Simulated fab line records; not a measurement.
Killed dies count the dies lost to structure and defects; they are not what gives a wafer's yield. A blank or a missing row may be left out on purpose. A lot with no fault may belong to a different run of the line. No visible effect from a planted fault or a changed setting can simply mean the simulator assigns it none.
fab line records ; flow nand-harc
[record] lots = 7; wafers = 21; last-day = 25
route steps=1159 shown P_CONTACT@241 P_M0@253 END@1159
lots that met no fault: taken from a fault-free run of the same line
start-h: start of the lot's first displayed wafer, in hours after the record's first day ; wait-h: hours elapsed since this lot's preceding step ; " the same as in the row above ; L1.1+2: several wafers, shown together as one row ; - no value, or no start given ; * or withheld: withheld ; < > ~ a bound
route shown NAME@n: a module of which the file shows steps, and the number in the route of the first ; usual: mean/standard deviation of fault-free wafers ; same: alike in all rows ; chamber/n: place in a boat ; sites: the reading at each site ; _std_site: how widely they spread, as a standard deviation ; _edge_site: mean of outer sites minus mean of inner sites ; radius-mm: how far each site lies from the wafer's centre ; mask NAME#n: copy n ; behind: the last tool/chamber to shape the wafer ; hold: what put the lot on hold/how long, in hours/how the hold closed ; device: transistor that didn't switch, given as n, p or np ; end of line: tests of these same wafers at the route's end ; for a step that has no rows: nothing shown but its recipe ; killed: not the wafer's yield, but the dies lost to structure and defects at the first sort ; map: per-die view of a wafer (x killed, . not killed, _ where there is no die)
set.NAME: the setting as run; set.NAME@STEP: as run at that earlier step ; model.NAME: the simulator's own value behind a step, which no gauge read
lots at some steps of the route; a table a step, a row a wafer
services: from which hour (start-h, from the record's first day; less than 0 if before it) a tool's chamber was out of use, for how many hours, and why
[[steps]]
[step NHARC_P_CONTACT_CD_MEAS_19]
[usual] cd-nm = 89.3/1.7
lot.wafer;tool;chamber;start-h;wait-h;cd-nm
L133.2;cd-sem-02;-;114.62;-;88.4
L133.3;cd-sem-02;-;114.62;-;87.6
L133.6;cd-sem-02;-;114.62;-;89.0
L140.3;cd-sem-02;-;158.36;-;87.4
L140.5;cd-sem-02;-;158.36;-;91.4
L140.6;cd-sem-02;-;158.36;-;89.8
L143.3;cd-sem-01;-;172.03;-;88.7
L143.5;cd-sem-01;-;172.03;-;89.2
L143.6;cd-sem-01;-;172.03;-;87.3
L148.2;cd-sem-03;-;199.79;-;91.9
L148.4;cd-sem-03;-;199.79;-;91.3
L148.5;cd-sem-03;-;199.79;-;88.7
L151.2;cd-sem-03;-;223.16;-;86.0
L151.4;cd-sem-03;-;223.16;-;89.4
L151.5;cd-sem-03;-;223.16;-;89.2
L155.2;cd-sem-01;-;244.90;-;89.9
L155.3;cd-sem-01;-;244.90;-;92.2
L155.5;cd-sem-01;-;244.90;-;89.3
L154.2;cd-sem-02;-;245.20;-;91.6
L154.4;cd-sem-02;-;245.20;-;90.3
L154.6;cd-sem-02;-;245.20;-;87.4
[step NHARC_P_CONTACT_STRIP_28]
[recipe] o2-flow-sccm = 500; ar-flow-sccm = 0; bias-w = 0; chemistry = O2
[usual] drypump-motor-current-A = 5.9/0.34; oes-product-au = 0.995/0.0095; rf-vpp-V = 57.8/0.91; showerhead-plenum-p-Torr = 3.52/0.17; throttle-valve-pct = 17.036/0.0098
lot.wafer;tool;chamber;start-h;wait-h;drypump-motor-current-A;oes-product-au;rf-hours-counter-h;rf-vpp-V;showerhead-plenum-p-Torr;throttle-valve-pct
L133.2;rie-diel-06;2;114.70;0.1;6.2;0.994;5;58.4;3.71;17.053
L133.3;rie-diel-06;3;114.70;0.1;6.5;0.981;5;58.0;3.34;17.037
L133.6;rie-diel-06;2;114.70;0.1;6.2;0.992;-;58.2;3.71;17.034
L140.3;rie-diel-01;0;158.45;0.1;5.9;1.012;5;57.5;3.33;17.027
L140.5;rie-diel-01;3;158.45;0.1;5.3;0.996;-;57.7;3.59;17.019
L140.6;rie-diel-01;0;158.45;0.1;5.9;1.024;-;57.8;3.33;17.031
L143.3;rie-diel-06;2;172.10;0.1;6.2;0.999;11;59.6;3.71;17.018
L143.6;rie-diel-06;2;172.10;0.1;6.2;1.007;-;58.7;3.71;17.040
L143.5;rie-diel-06;3;172.10;0.1;6.5;0.980;-;57.2;3.34;17.045
L148.4;rie-diel-07;0;199.88;0.1;6.0;0.994;15;58.3;3.39;17.031
L148.2;rie-diel-07;1;199.88;0.1;5.8;0.982;12;57.4;3.42;17.042
L148.5;rie-diel-07;3;199.88;0.1;5.6;0.992;-;59.0;3.73;17.036
L151.4;rie-diel-06;3;223.23;0.1;6.5;0.982;16;57.1;3.33;17.028
L151.2;rie-diel-06;1;223.23;0.1;5.7;1.005;17;58.5;3.74;17.034
L151.5;rie-diel-06;3;223.23;0.1;6.5;0.983;-;58.2;3.33;17.043
L155.3;rie-diel-07;0;244.99;0.1;6.0;0.993;1;59.3;3.39;17.054
L155.2;rie-diel-07;1;244.99;0.1;5.7;0.988;1;57.3;3.42;17.049
L155.5;rie-diel-07;0;244.99;0.1;6.0;0.999;-;57.7;3.39;17.028
L154.4;rie-diel-07;0;245.30;0.1;6.0;0.994;1;55.9;3.39;17.046
L154.2;rie-diel-07;1;245.30;0.1;5.7;0.997;1;56.4;3.42;17.052
L154.6;rie-diel-07;3;245.30;0.1;5.5;1.008;-;58.6;3.73;17.032
[step NHARC_P_CONTACT_STRIP_29]
[recipe] time-s = 1200; temp-c = 72.5; chemistry = post-etch-residue-remover
[step NHARC_P_CONTACT_DEGAS_38]
[recipe] temp-c = 300; time-s = 60
[usual] heater-power-w = 458/51
lot.wafer;tool;chamber;start-h;wait-h;heater-power-w
L133.3;pvd-sputter-02;-;115.39;-;557
L133.2;pvd-sputter-02;-;115.39;-;393
L133.6;pvd-sputter-02;-;115.39;-;467
L140.3;pvd-sputter-02;-;159.08;-;407
L140.5;pvd-sputter-02;-;159.08;-;377
L140.6;pvd-sputter-02;-;159.08;-;391
L143.3;pvd-sputter-03;-;172.73;-;480
L143.5;pvd-sputter-03;-;172.73;-;483
L143.6;pvd-sputter-03;-;172.73;-;441
L148.2;pvd-sputter-02;-;200.52;-;401
L148.4;pvd-sputter-02;-;200.52;-;543
L148.5;pvd-sputter-02;-;200.52;-;406
L151.2;pvd-sputter-03;-;223.87;-;457
L151.4;pvd-sputter-03;-;223.87;-;494
L151.5;pvd-sputter-03;-;223.87;-;427
L155.3;pvd-sputter-02;-;245.63;-;413
L155.2;pvd-sputter-02;-;245.63;-;531
L155.5;pvd-sputter-02;-;245.63;-;384
L154.4;pvd-sputter-03;-;245.92;-;433
L154.2;pvd-sputter-03;-;245.92;-;474
L154.6;pvd-sputter-03;-;245.92;-;514
[step NHARC_P_CONTACT_PRE_CLEAN_39]
[recipe] time-s = 19.5; bias-v = 250; gas = Ar
[step NHARC_P_CONTACT_PVD_32]
[recipe] target-thk-a = 50; chamber-pressure-pa = 5; power-w = 5000; substrate-temp-c = 200; time-s = 17.7; material = Ti
[usual] throttle-valve-pct = 29.7/1.1
lot.wafer;tool;chamber;start-h;wait-h;throttle-valve-pct
L133.3;pvd-sputter-02;-;-;-;29.6
L133.2;pvd-sputter-02;-;-;-;30.8
L133.6;pvd-sputter-02;-;-;-;29.8
L140.3;pvd-sputter-02;-;-;-;28.9
L140.6;pvd-sputter-02;-;-;-;30.8
L140.5;pvd-sputter-02;-;-;-;29.0
L143.3;pvd-sputter-03;-;-;-;30.1
L143.5;pvd-sputter-03;-;-;-;27.5
L143.6;pvd-sputter-03;-;-;-;30.5
L148.4;pvd-sputter-02;-;-;-;29.5
L148.2;pvd-sputter-02;-;-;-;29.9
L148.5;pvd-sputter-02;-;-;-;29.5
L151.4;pvd-sputter-03;-;-;-;27.4
L151.2;pvd-sputter-03;-;-;-;30.5
L151.5;pvd-sputter-03;-;-;-;30.7
L155.2;pvd-sputter-02;-;-;-;30.8
L155.3;pvd-sputter-02;-;-;-;29.5
L155.5;pvd-sputter-02;-;-;-;30.7
L154.2;pvd-sputter-03;-;-;-;27.2
L154.4;pvd-sputter-03;-;-;-;30.8
L154.6;pvd-sputter-03;-;-;-;29.7
[step NHARC_P_CONTACT_ALD_22]
[recipe] target-thk-a = 30; pulse-time-s = 1; ald-cycles = 150; temp-c = 450; material = TiN
[step NHARC_P_CONTACT_CVD_23]
[recipe] target-thk-a = 2000; temp-c = 300; pressure-torr = 40; wf6-flow-sccm = 40; h2-flow-sccm = 1600; ar-flow-sccm = 1560; time-s = 557; material = W
[usual] heater-power-w = 492/11; throttle-valve-pct = 7.95/0.24
lot.wafer;tool;chamber;start-h;wait-h;heater-power-w;throttle-valve-pct
L133.2;cvd-w-02;0;-;-;485;7.52
L133.3;cvd-w-02;0;-;-;484;8.17
L133.6;cvd-w-02;1;-;-;487;8.25
L140.3;cvd-w-02;0;-;-;481;7.64
L140.5;cvd-w-02;1;-;-;488;8.00
L140.6;cvd-w-02;0;-;-;486;8.07
L143.3;cvd-w-01;0;-;-;483;8.11
L143.6;cvd-w-01;0;-;-;492;8.43
L143.5;cvd-w-01;1;-;-;496;7.56
L148.2;cvd-w-01;0;-;-;493;8.22
L148.4;cvd-w-01;1;-;-;509;7.78
L148.5;cvd-w-01;1;-;-;492;7.61
L151.2;cvd-w-01;1;-;-;517;7.96
L151.4;cvd-w-01;1;-;-;498;7.78
L151.5;cvd-w-01;0;-;-;483;8.33
L155.2;cvd-w-02;0;-;-;481;7.58
L155.3;cvd-w-02;1;-;-;504;7.91
L155.5;cvd-w-02;1;-;-;519;7.94
L154.2;cvd-w-01;0;-;-;489;8.14
L154.4;cvd-w-01;0;-;-;478;8.29
L154.6;cvd-w-01;0;-;-;491;8.38
[step NHARC_P_CONTACT_CMP_24]
[recipe] t-overpolish-s = 30; target-thk-nm = 200
[usual] motor-current-A = 12.2/1.3; overpolish-run-s = 30.000/0.0086; slurry-flow-ml-min = 150.0/0.47; time-to-endpoint-s = 39.3/2.6
lot.wafer;tool;chamber;start-h;wait-h;motor-current-A;overpolish-run-s;slurry-flow-ml-min;time-to-endpoint-s
L133.2;cmp-03;1;129.07;0.6;13.6;30.004;150.0;41.2
L133.3;cmp-03;2;129.07;0.6;12.6;29.994;150.5;42.9
L133.6;cmp-03;1;129.07;0.6;14.2;29.993;150.0;36.7
L140.3;cmp-03;0;163.04;0.4;12.4;30.002;150.2;41.1
L140.6;cmp-03;1;163.04;0.4;14.2;29.989;149.9;39.2
L140.5;cmp-03;2;163.04;0.4;12.9;30.011;149.7;41.8
L143.3;cmp-02;0;179.14;0.4;10.4;30.004;150.3;42.3
L143.5;cmp-02;2;179.14;0.4;14.0;29.997;149.6;41.2
L143.6;cmp-02;3;179.14;0.4;11.6;30.004;150.3;42.8
L148.4;cmp-01;1;204.05;0.4;12.1;29.989;149.8;41.5
L148.2;cmp-01;0;204.05;0.4;13.4;29.981;150.9;38.5
L148.5;cmp-01;1;204.05;0.4;12.4;30.001;150.4;37.7
L151.2;cmp-03;1;224.96;0.5;13.3;29.999;150.7;36.5
L151.4;cmp-03;2;224.96;0.5;13.6;30.017;149.5;36.7
L151.5;cmp-03;1;224.96;0.5;14.6;29.997;150.0;38.0
L155.3;cmp-02;0;246.79;0.3;10.4;29.997;149.8;33.8
L155.2;cmp-02;1;246.79;0.3;12.1;29.993;150.2;34.7
L155.5;cmp-02;1;246.79;0.3;12.3;29.999;150.7;34.0
L154.2;cmp-02;2;251.54;0.5;13.8;29.994;149.2;38.8
L154.4;cmp-02;0;251.54;0.5;9.9;29.998;150.7;35.7
L154.6;cmp-02;3;251.54;0.5;12.0;30.001;150.3;36.1
[step NHARC_P_CONTACT_SRD_26]
[step NHARC_P_CONTACT_INSPECT_27]
[usual] raw-defect-count = 303/130
lot.wafer;tool;chamber;start-h;wait-h;raw-defect-count
L133.2;defect-inspect-01;-;129.47;0.1;248
L133.3;defect-inspect-01;-;129.47;0.1;252
L133.6;defect-inspect-01;-;129.47;0.1;162
L140.3;defect-inspect-02;-;163.37;0.1;298
L140.5;defect-inspect-02;-;163.37;0.1;365
L140.6;defect-inspect-02;-;163.37;0.1;349
L143.3;defect-inspect-02;-;179.50;0.1;241
L143.5;defect-inspect-02;-;179.50;0.1;250
L143.6;defect-inspect-02;-;179.50;0.1;159
L148.2;defect-inspect-02;-;204.45;0.1;333
L148.4;defect-inspect-02;-;204.45;0.1;271
L148.5;defect-inspect-02;-;204.45;0.1;194
L151.2;defect-inspect-02;-;225.39;0.1;230
L151.4;defect-inspect-02;-;225.39;0.1;302
L151.5;defect-inspect-02;-;225.39;0.1;393
L155.2;defect-inspect-01;-;247.19;0.1;647
L155.3;defect-inspect-01;-;247.19;0.1;402
L155.5;defect-inspect-01;-;247.19;0.1;411
L154.2;defect-inspect-02;-;251.94;0.1;288
L154.4;defect-inspect-02;-;251.94;0.1;231
L154.6;defect-inspect-02;-;251.94;0.1;256
[step NHARC_P_M0_DEP_00]
[recipe] target-thk-a = 1500; target-thk-nm = 150; temp-c = withheld; pressure-torr = 5; flow-sccm = 200; rf-w = 600; material = SiOC
lot.wafer;tool;chamber;start-h;wait-h
L133.3+2+6;pecvd-04;1,2,1;129.54;0.1
L140.3+5+6;pecvd-03;2,1,2;163.52;0.2
L143.3+5+6;pecvd-01;0,1,2;179.56;0.1
L143.3+5+6;pecvd-01;0,1,2;180.53;-
L148.2+5+4;pecvd-03;0,2,1;204.65;0.2
L148.2+5+4;pecvd-03;0,2,1;205.15;-
L151.2+5+4;pecvd-03;2,2,0;225.45;0.1
L151.2+5+4;pecvd-03;2,2,0;225.95;-
L155.3+2+5;pecvd-03;0,1,2;247.26;0.1
L154.2+4+6;pecvd-01;2,1,1;252.01;0.1
[step NHARC_P_M0_DEHYDRATE_01]
[recipe] temp-c = 150; time-s = 120
[step NHARC_END_SORT_01]
[recipe] temp-c = 25
[usual] defect-limited-yield = 95.4/1.8; killed-at-array = 27/11; killed-at-other = 0.7/1.1; killed-at-periphery = 3.4/2.1; killed-dies = 31/12; killed-open = 3.6/2; killed-short = 2.0/1.3; sort_bin_2_pct = 1.5/0.71; sort_bin_3_pct = 0.25/0.22; sort_bin_4_pct = 2.9/1.2; sort-n-pass = 646/12; sort-rim-yield-pct = 95.0/2.5; sort-yield-pct = 95.4/1.8
[same] gross-dies = 677; sort_bin_5_pct[%] = 0; sort_bin_6_pct[%] = 0; sort_bin_7_pct[%] = 0; sort_bin_8_pct[%] = 0; sort-rim-n-gross = 106.00
lot.wafer;tool;chamber;start-h;wait-h;defect-limited-yield[%];killed-at-array;killed-at-other;killed-at-periphery;killed-dies;killed-open;killed-short;sort_bin_2_pct[%];sort_bin_3_pct[%];sort_bin_4_pct[%];sort-n-pass;sort-rim-yield-pct[%];sort-yield-pct[%]
L143.3;prober-01;0;499.99;3.1;0;35;0;642;677;2;0;95.9;0.30;3.8;0;0;0
L143.5;prober-01;0;501.60;3.7;0;36;1;640;677;4;4;95.7;0.30;4.0;0;0;0
L143.6;prober-01;0;502.40;4.0;0;35;0;642;677;3;2;96.5;0.30;3.2;0;0;0
L148.2;prober-02;0;541.18;2.8;0;38;1;638;677;3;1;96.0;0.74;3.2;0;0;0
L148.4;prober-02;0;542.77;3.4;0;26;0;651;677;2;3;97.6;0.30;2.1;0;0;0
L148.5;prober-02;0;543.57;3.7;0;28;1;648;677;3;4;97.5;0.15;2.4;0;0;0
L151.2;prober-02;0;548.97;2.8;0;30;0;647;677;6;0;96.8;0;3.2;0;0;0
L151.4;prober-02;0;550.58;3.4;0;28;0;649;677;4;1;96.0;0.15;3.8;0;0;0
L151.5;prober-02;0;551.39;3.7;0;36;0;641;677;5;4;96.2;0.59;3.2;0;0;0
// killed by level:class
L143.3 P_M0:area-dep=641 A_CHANNEL_HOLE_D1:chamber-film-flake=22 A_STAIRCASE:chamber-film-flake=8 P_M0:geometric-particle:open=1 A_M0:geometric-particle:open=1 A_ZERO_WELL:chamber-film-flake=1 A_SGD_CUT:chamber-film-flake=1 A_WL_FILL:chamber-film-flake=1
L143.5 P_M0:area-dep=637 A_CHANNEL_HOLE_D1:chamber-film-flake=18 A_STAIRCASE:chamber-film-flake=8 A_CONTACT:chamber-film-flake=3 P_GATE:geometric-particle:open=1 P_M0:geometric-particle:open=1 A_CHANNEL_HOLE_D1:geometric-particle:short=1 A_CHANNEL_HOLE_D1:geometric-particle:open=1
L143.6 P_M0:area-dep=639 A_CHANNEL_HOLE_D1:chamber-film-flake=23 A_WL_FILL:chamber-film-flake=4 A_STAIRCASE:chamber-film-flake=3 A_CONTACT:chamber-film-flake=2 P_CONTACT:geometric-particle:open=1 P_M0:geometric-particle:open=1 A_CHANNEL_FILL_D1:geometric-particle:short=1
L148.2 P_M0:area-dep=630 A_CHANNEL_HOLE_D1:chamber-film-flake=32 P_ZERO_WELL:chamber-film-flake=6 A_CONTACT:chamber-film-flake=2 P_CONTACT:geometric-particle:open=1 A_ONON_D1:geometric-particle:open=1 A_SGD_CUT:geometric-particle:short=1 A_BLC:geometric-particle:open=1
L148.4 P_M0:area-dep=647 A_CHANNEL_HOLE_D1:chamber-film-flake=18 P_ZERO_WELL:chamber-film-flake=3 A_CONTACT:chamber-film-flake=3 A_ONON_D1:geometric-particle:short=1 A_CHANNEL_HOLE_D1:geometric-particle:short=1 A_CHANNEL_FILL_D1:geometric-particle:short=1 A_CONTACT:geometric-particle:open=1
L148.5 P_M0:area-dep=645 A_CHANNEL_HOLE_D1:chamber-film-flake=18 A_CONTACT:chamber-film-flake=5 P_ZERO_WELL:chamber-film-flake=2 P_CONTACT:geometric-particle:short=1 A_SOURCE_PLATE:geometric-particle:open=1 A_WL_FILL:geometric-particle:short=1 A_CONTACT:geometric-particle:open=1
L151.2 P_M0:area-dep=641 A_CHANNEL_HOLE_D1:chamber-film-flake=25 A_SGD_CUT:geometric-particle:open=2 P_BONDPAD:chamber-film-flake=2 A_CONTACT:chamber-film-flake=2 P_STI:geometric-particle:open=1 P_GATE:geometric-particle:open=1 P_M0:geometric-particle:open=1
L151.4 P_M0:area-dep=642 A_CHANNEL_HOLE_D1:chamber-film-flake=22 P_BONDPAD:chamber-film-flake=4 A_M0:geometric-particle:open=2 A_CONTACT:chamber-film-flake=2 P_CONTACT:geometric-particle:open=1 A_SGD_CUT:geometric-particle:open=1 A_CONTACT:geometric-particle:short=1
L151.5 P_M0:area-dep=634 A_CHANNEL_HOLE_D1:chamber-film-flake=28 P_BONDPAD:chamber-film-flake=3 A_CONTACT:geometric-particle:open=2 A_CONTACT:chamber-film-flake=2 P_STI:geometric-particle:short=1 P_M0:geometric-particle:open=1 P_M0:geometric-particle:short=1
// map L143.3 (x killed, . not)
____________x____________
_________xxxxxxx_________
_______xxxxxxxxxxx_______
______xxxxxxxxxxxxx______
_____xxxxxxxxxxxxxxx_____
____xxxxxxxxxxxxxxxxx____
____xxxxxxxxxxxxxxxxx____
___xxxxxxxxxxxxxxxxxxx___
___xxxxxxxxxxxxxxxxxxx___
__xxxxxxxxxxxxxxxxxxxxx__
__xxxxxxxxxxxxxxxxxxxxx__
_xxxxxxxxxxxxxxxxxxxxxxx_
_xxxxxxxxxxxxxxxxxxxxxxx_
_xxxxxxxxxxxxxxxxxxxxxxx_
_xxxxxxxxxxxxxxxxxxxxxxx_
_xxxxxxxxxxxxxxxxxxxxxxx_
xxxxxxxxxxxxxxxxxxxxxxxxx
xxxxxxxxxxxxxxxxxxxxxxxxx
xxxxxxxxxxxxxxxxxxxxxxxxx
xxxxxxxxxxxxxxxxxxxxxxxxx
xxxxxxxxxxxxxxxxxxxxxxxxx
_xxxxxxxxxxxxxxxxxxxxxxx_
_xxxxxxxxxxxxxxxxxxxxxxx_
_xxxxxxxxxxxxxxxxxxxxxxx_
_xxxxxxxxxxxxxxxxxxxxxxx_
_xxxxxxxxxxxxxxxxxxxxxxx_
__xxxxxxxxxxxxxxxxxxxxx__
__xxxxxxxxxxxxxxxxxxxxx__
___xxxxxxxxxxxxxxxxxxx___
___xxxxxxxxxxxxxxxxxxx___
____xxxxxxxxxxxxxxxxx____
____xxxxxxxxxxxxxxxxx____
_____xxxxxxxxxxxxxxx_____
______xxxxxxxxxxxxx______
_______xxxxxxxxxxx_______
_________xxxxxxx_________
____________x____________
// map L148.2 (x killed, . not)
____________x____________
_________xxxxxxx_________
_______xxxxxxxxxxx_______
______xxxxxxxxxxxxx______
_____xxxxxxxxxxxxxxx_____
____xxxxxxxxxxxxxxxxx____
____xxxxxxxxxxxxxxxxx____
___xxxxxxxxxxxxxxxxxxx___
___xxxxxxxxxxxxxxxxxxx___
__xxxxxxxxxxxxxxxxxxxxx__
__xxxxxxxxxxxxxxxxxxxxx__
_xxxxxxxxxxxxxxxxxxxxxxx_
_xxxxxxxxxxxxxxxxxxxxxxx_
_xxxxxxxxxxxxxxxxxxxxxxx_
_xxxxxxxxxxxxxxxxxxxxxxx_
_xxxxxxxxxxxxxxxxxxxxxxx_
xxxxxxxxxxxxxxxxxxxxxxxxx
xxxxxxxxxxxxxxxxxxxxxxxxx
xxxxxxxxxxxxxxxxxxxxxxxxx
xxxxxxxxxxxxxxxxxxxxxxxxx
xxxxxxxxxxxxxxxxxxxxxxxxx
_xxxxxxxxxxxxxxxxxxxxxxx_
_xxxxxxxxxxxxxxxxxxxxxxx_
_xxxxxxxxxxxxxxxxxxxxxxx_
_xxxxxxxxxxxxxxxxxxxxxxx_
_xxxxxxxxxxxxxxxxxxxxxxx_
__xxxxxxxxxxxxxxxxxxxxx__
__xxxxxxxxxxxxxxxxxxxxx__
___xxxxxxxxxxxxxxxxxxx___
___xxxxxxxxxxxxxxxxxxx___
____xxxxxxxxxxxxxxxxx____
____xxxxxxxxxxxxxxxxx____
_____xxxxxxxxxxxxxxx_____
______xxxxxxxxxxxxx______
_______xxxxxxxxxxx_______
_________xxxxxxx_________
____________x____________
[[services]]
tool;chamber;start-h;hours;kind
cmp-02;-;96.82;4.4;repair
cvd-w-02;1;97.99;15.7;repair
pvd-sputter-03;-;102.00;10.0;pm
rie-diel-01;1;104.21;4.7;repair
pecvd-03;-;111.13;13.0;pm
cvd-w-01;-;113.76;13.0;pm
cmp-01;-;114.81;0.5;repair
cmp-02;-;128.56;4.0;pm
rie-diel-07;2;131.40;2.6;repair
cmp-03;-;156.02;4.0;pm
pecvd-03;-;156.91;0.2;repair
rie-diel-06;0;179.01;1.9;repair
pecvd-01;0;197.05;7.9;repair
cvd-w-02;-;198.10;13.0;pm
cmp-02;-;198.66;11.7;repair
rie-diel-07;2;203.94;2.2;repair
pvd-sputter-02;-;217.91;10.0;pm
cmp-03;-;219.37;0.3;repair
cmp-02;-;226.56;4.0;pm
cvd-w-02;-;226.79;0.7;repair
rie-diel-07;-;228.23;9.0;pm
pecvd-01;-;237.19;13.0;pm
rie-diel-06;-;241.20;9.0;pm
cmp-03;-;248.95;1.2;repair
[[key]]
[first-sign] step = NHARC_P_M0_DEP_00; reading = visit; direction = added
[effect] step = NHARC_END_SORT_01; reading = killed-at-periphery; direction = up; sigmas = 99+; usual = 3.4; struck = 644.2
[more-kills-born-at] NHARC_P_M0_DEP_00@pecvd-03 = 3839; NHARC_P_M0_DEP_00@pecvd-01 = 1919
met-at NHARC_P_M0_DEP_00
struck-wafers L143.3,L143.5,L143.6,L148.2,L148.4,L148.5,L151.2,L151.4,L151.5
later-rows-left-out L143.3,L143.5,L143.6,L148.2,L148.4,L148.5,L151.2,L151.4,L151.5
[fault] kind = repeated-step-whole; tool = pecvd-01,pecvd-03,pecvd-04; chamber = -; onset-h = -; steps = NHARC_P_M0_DEP_00; times = 1; scope = struck-lots-only
// later-rows-left-out: the simulator's readings of these wafers behind a module that went badly wrong aren't trusted and aren't shown, but for the sort
